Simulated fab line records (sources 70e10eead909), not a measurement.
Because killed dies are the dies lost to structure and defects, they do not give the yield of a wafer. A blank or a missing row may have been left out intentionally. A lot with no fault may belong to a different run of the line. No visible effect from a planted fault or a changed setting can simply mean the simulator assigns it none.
8D (eight disciplines) problem report, filled in by code + flow nand-harc + the parts of the form that need people (team, actions taken, sign-off) are left out

== 1. WHAT IS WRONG ==
run-length-s at NHARC_A_CONTACT_ETCH_90 reads a mean of 79.7 s on 2 wafers of 2 lots; wafers without a fault read 107.0 s with a standard deviation of 0.34. That is -80 standard deviations from the usual mean.
The step: etches the open film in CH3F/O2, target depth 40 nm, time 85.7 s.
First seen on wafer L554.2, day 26 16:01, on rie-diel-08. The record has a number at this step for 42 wafers belonging to 14 lots. Rule for "out" (also "out of limits"): further than 4 standard deviations from the usual mean. The rest of the wafers with a number are treated as sound.

== 2. WHAT IT IS, AND WHAT IT ISN'T ==
| question                    | is                | is not                                                                                                   |
|-----------------------------|-------------------|----------------------------------------------------------------------------------------------------------|
| which readings at this step | run-length-s      | drypump-motor-current-A, oes-product-au, rf-vpp-V, showerhead-plenum-p-Torr, throttle-valve-pct          |
| which lots                  | L554, L556        | L543, L546, L548, L550, L552, L555, L561, L562, L563, L564, L565, L566                                   |
| which wafers of those lots  | L554.2, L556.6    | L554.1, L554.4, L556.1, L556.4                                                                           |
| read on which tools         | rie-diel-08       | rie-diel-02, rie-diel-03                                                                                 |
| when                        | from day 26 16:01 | up to then (20 sound wafers); but 20 sound wafers of L556, L561, L562, L563, L564, L565, L566 came after |

== 3. THE SUSPECTS, EACH WITH WHAT RULES IT OUT ==
Counting: a tool at a process step up to the reading stays a suspect if it ran every lot that is out. Sound lots after the first of them don't rule it out here, since some wafers of a struck lot are sound.
- rie-diel-08 at NHARC_A_CONTACT_ETCH_90 (etches the open film in CH3F/O2, target depth 40 nm, time 85.7 s): kept. Ran every lot that is out, first one L554 (day 26 16:01); last sound lot up to then L555 (day 26 08:13). Its own readings are out on those wafers: run-length-s.
- Within rie-diel-08 at NHARC_A_CONTACT_ETCH_90: the wafers that are out ran in chamber 3; their sound lot-mates ran in chambers 0, 2.
The count leaves rie-diel-08 at NHARC_A_CONTACT_ETCH_90.

== 4. THE CAUSE (what the simulator had put in) ==
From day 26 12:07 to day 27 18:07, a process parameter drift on rie-diel-08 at NHARC_A_CONTACT_ETCH_90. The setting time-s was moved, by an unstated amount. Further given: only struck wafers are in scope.
After counting, this tool was the only one left.

== 5. SEQUENCE OF EFFECTS, ordered by route ==
Rows list readings where the struck wafers' mean (over those with a number) sits beyond 3 standard deviations from the usual. Scope: only readings with a usual standard deviation given in the record; hours: median across lots of the time from each lot's start at the first step in this table that gives one to its start at this step; sigmas: change in usual standard deviations.
| hours | step                    | reading      | usual   | on struck wafers | change | sigmas |
|-------|-------------------------|--------------|---------|------------------|--------|--------|
| 0     | NHARC_A_CONTACT_ETCH_90 | run-length-s | 107.0 s | 79.7             | -27.3  | -80    |
The process steps in it:
- NHARC_A_CONTACT_ETCH_90: etches the open film in CH3F/O2, target depth 40 nm, time 85.7 s.

== 6. WHAT WOULD HAVE CAUGHT IT SOONER ==
First out-of-limits reading in this record: day 26 16:01, which is 4 hours after fault onset at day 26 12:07.
